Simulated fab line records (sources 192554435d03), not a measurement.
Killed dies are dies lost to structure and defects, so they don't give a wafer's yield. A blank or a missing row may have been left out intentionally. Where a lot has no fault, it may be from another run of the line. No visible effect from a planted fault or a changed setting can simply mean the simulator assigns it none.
Lot-split experiment :: flow n5Finfet :: route with 1938 steps; 7 lots, 21 wafers read

## SPLIT DETAILS
At N5_DUMMY_GATE_PECVD_30 (deposits SiO2 from TEOS/O2, target thk 55 nm, time 10.8 s), the setting timeS was moved away from the recipe's 10.8 s on 9 of the 21 wafers read, by -14.4% to +3.9%. All remaining wafers had this setting at the recipe value.

## FROM THE SPLIT TO THE READING: what the file shows between them, 5 steps
- N5_DUMMY_GATE_EXPOSE_12: exposes mask GATE, target cd 25 nm (also split here: doseMj)
- N5_DUMMY_GATE_PEB_13: peb time 60 s
- N5_DUMMY_GATE_DEVELOP_14: develop time 30 s
- N5_DUMMY_GATE_ETCH_31: etches SiO2 in C4F6/O2, target depth 82.5 nm, time 27.5 s
- N5_DUMMY_GATE_STRIP_41: strips in O2

## THE READING
SiO2_of_DUMMY_GATE_PECVD_30.thkNm (the simulator's own value, which no gauge read), in nm, at N5_DUMMY_GATE_HM_OPEN_21 (chemistry CH3F/O2, target SiNx, target depth 120 nm, time 171.4 s). There is no usual value for it anywhere in the file. Average 45.2 nm, standard deviation 0.83 nm, over the 12 wafers here run with the recipe.

wafer: L075.2
tool, chamber at the split: pecvd-03, 2
timeS as run, s: 10.8
against the recipe: recipe
SiO2_of_DUMMY_GATE_PECVD_30.thkNm, nm: 44
against lot-mates on the recipe: -

wafer: L075.4
tool, chamber at the split: pecvd-03, 2
timeS as run, s: 11.22
against the recipe: +3.9%
SiO2_of_DUMMY_GATE_PECVD_30.thkNm, nm: 48
against lot-mates on the recipe: +3.0

wafer: L075.5
tool, chamber at the split: pecvd-03, 0
timeS as run, s: 10.8
against the recipe: recipe
SiO2_of_DUMMY_GATE_PECVD_30.thkNm, nm: 46
against lot-mates on the recipe: -

wafer: L077.1
tool, chamber at the split: pecvd-02, 2
timeS as run, s: 10.8
against the recipe: recipe
SiO2_of_DUMMY_GATE_PECVD_30.thkNm, nm: 44.8
against lot-mates on the recipe: -

wafer: L077.3
tool, chamber at the split: pecvd-02, 1
timeS as run, s: 9.243
against the recipe: -14.4%
SiO2_of_DUMMY_GATE_PECVD_30.thkNm, nm: 37.2
against lot-mates on the recipe: -7.8

wafer: L077.5
tool, chamber at the split: pecvd-02, 2
timeS as run, s: 10.8
against the recipe: recipe
SiO2_of_DUMMY_GATE_PECVD_30.thkNm, nm: 45.2
against lot-mates on the recipe: -

wafer: L080.2
tool, chamber at the split: pecvd-01, 0
timeS as run, s: 10.3
against the recipe: -4.6%
SiO2_of_DUMMY_GATE_PECVD_30.thkNm, nm: 42.2
against lot-mates on the recipe: -3.6

wafer: L080.5
tool, chamber at the split: pecvd-01, 2
timeS as run, s: 10.3
against the recipe: -4.6%
SiO2_of_DUMMY_GATE_PECVD_30.thkNm, nm: 42.2
against lot-mates on the recipe: -3.6

wafer: L080.6
tool, chamber at the split: pecvd-01, 0
timeS as run, s: 10.8
against the recipe: recipe
SiO2_of_DUMMY_GATE_PECVD_30.thkNm, nm: 45.8
against lot-mates on the recipe: -

wafer: L085.2
tool, chamber at the split: pecvd-02, 1
timeS as run, s: 10.8
against the recipe: recipe
SiO2_of_DUMMY_GATE_PECVD_30.thkNm, nm: 45
against lot-mates on the recipe: -

wafer: L085.3
tool, chamber at the split: pecvd-02, 1
timeS as run, s: 10.8
against the recipe: recipe
SiO2_of_DUMMY_GATE_PECVD_30.thkNm, nm: 46.6
against lot-mates on the recipe: -

wafer: L085.4
tool, chamber at the split: pecvd-02, 0
timeS as run, s: 10.8
against the recipe: recipe
SiO2_of_DUMMY_GATE_PECVD_30.thkNm, nm: 45.6
against lot-mates on the recipe: -

wafer: L095.3
tool, chamber at the split: pecvd-03, 1
timeS as run, s: 10.8
against the recipe: recipe
SiO2_of_DUMMY_GATE_PECVD_30.thkNm, nm: 44.4
against lot-mates on the recipe: -

wafer: L095.4
tool, chamber at the split: pecvd-03, 2
timeS as run, s: 9.675
against the recipe: -10.4%
SiO2_of_DUMMY_GATE_PECVD_30.thkNm, nm: 39.2
against lot-mates on the recipe: -6.1

wafer: L095.6
tool, chamber at the split: pecvd-03, 1
timeS as run, s: 10.8
against the recipe: recipe
SiO2_of_DUMMY_GATE_PECVD_30.thkNm, nm: 46.2
against lot-mates on the recipe: -

wafer: L096.1
tool, chamber at the split: pecvd-02, 1
timeS as run, s: 9.528
against the recipe: -11.8%
SiO2_of_DUMMY_GATE_PECVD_30.thkNm, nm: 39.6
against lot-mates on the recipe: -5.6

wafer: L096.3
tool, chamber at the split: pecvd-02, 0
timeS as run, s: 10.8
against the recipe: recipe
SiO2_of_DUMMY_GATE_PECVD_30.thkNm, nm: 45.2
against lot-mates on the recipe: -

wafer: L096.4
tool, chamber at the split: pecvd-02, 1
timeS as run, s: 9.528
against the recipe: -11.8%
SiO2_of_DUMMY_GATE_PECVD_30.thkNm, nm: 39.2
against lot-mates on the recipe: -6.0

wafer: L097.3
tool, chamber at the split: pecvd-01, 0
timeS as run, s: 9.417
against the recipe: -12.8%
SiO2_of_DUMMY_GATE_PECVD_30.thkNm, nm: 38.6
against lot-mates on the recipe: -5.2

wafer: L097.4
tool, chamber at the split: pecvd-01, 1
timeS as run, s: 9.417
against the recipe: -12.8%
SiO2_of_DUMMY_GATE_PECVD_30.thkNm, nm: 38.6
against lot-mates on the recipe: -5.2

wafer: L097.5
tool, chamber at the split: pecvd-01, 1
timeS as run, s: 10.8
against the recipe: recipe
SiO2_of_DUMMY_GATE_PECVD_30.thkNm, nm: 43.8
against lot-mates on the recipe: -

THE FIT
A straight line over all 21 wafers: SiO2_of_DUMMY_GATE_PECVD_30.thkNm changes by +0.536 nm for each +1% of timeS; r = +0.97; the points scatter about the line by 0.74 nm.
The same after taking each lot's own level away (the mean of its wafers on the recipe; 21 wafers): +0.499 nm for each +1%; r = +0.96; scatter 0.84 nm.
Per that fit: largest timeS move, reading shift of 7.2 nm.
Across the lots, their own levels run from 43.80 to 45.80 nm, a range of 2.4 times the standard deviation given above.
The two slopes are in agreement: the lot-to-lot level therefore moves the slope only a little.
Check: with one of the wafers moved furthest among these (-14.4%) left out of the fit, the line predicts -7.06 nm for it against its lot-mates. Against them it came out at -7.8 nm.

## OTHER SPLITS ON THESE WAFERS
Before the reading, these wafers also passed through other splits. Each is held against what the fit with the lots' levels taken away leaves over:
other split on the same wafers: N5_WELL_APT_COAT_02 spinRpm
wafers away from the commonest value: 7
r with SiO2_of_DUMMY_GATE_PECVD_30.thkNm (lot level and that fit taken away): -0.13

other split on the same wafers: N5_FIN_SAQP_COAT_68 spinRpm
wafers away from the commonest value: 11
r with SiO2_of_DUMMY_GATE_PECVD_30.thkNm (lot level and that fit taken away): +0.03

other split on the same wafers: N5_FIN_CUT_EXPOSE_05 doseMj
wafers away from the commonest value: 7
r with SiO2_of_DUMMY_GATE_PECVD_30.thkNm (lot level and that fit taken away): +0.06

other split on the same wafers: N5_DUMMY_GATE_EXPOSE_12 doseMj
wafers away from the commonest value: 4
r with SiO2_of_DUMMY_GATE_PECVD_30.thkNm (lot level and that fit taken away): +0.12

## THE WHOLE CHAIN: every reading that the file lists as answering this split, in the file's order
step: N5_DUMMY_GATE_PECVD_30
what it does: deposits SiO2 from TEOS/O2, target thk 55 nm, time 10.8 s
reading: SiO2_of_DUMMY_GATE_PECVD_30.thkNm (the simulator's own value, which no gauge read)
change (the file's fit): +0.511 nm for each +1% of the setting
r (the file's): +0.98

step: N5_DUMMY_GATE_HM_OPEN_21
what it does: chemistry CH3F/O2, target SiNx, target depth 120 nm, time 171.4 s
reading: SiO2_of_DUMMY_GATE_PECVD_30.thkNm (the simulator's own value, which no gauge read)
change (the file's fit): +0.517 nm for each +1% of the setting
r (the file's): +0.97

## FILE'S OWN FIT
SiO2_of_DUMMY_GATE_PECVD_30.thkNm changes by +0.517 nm for each +1% of timeS, r = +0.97.
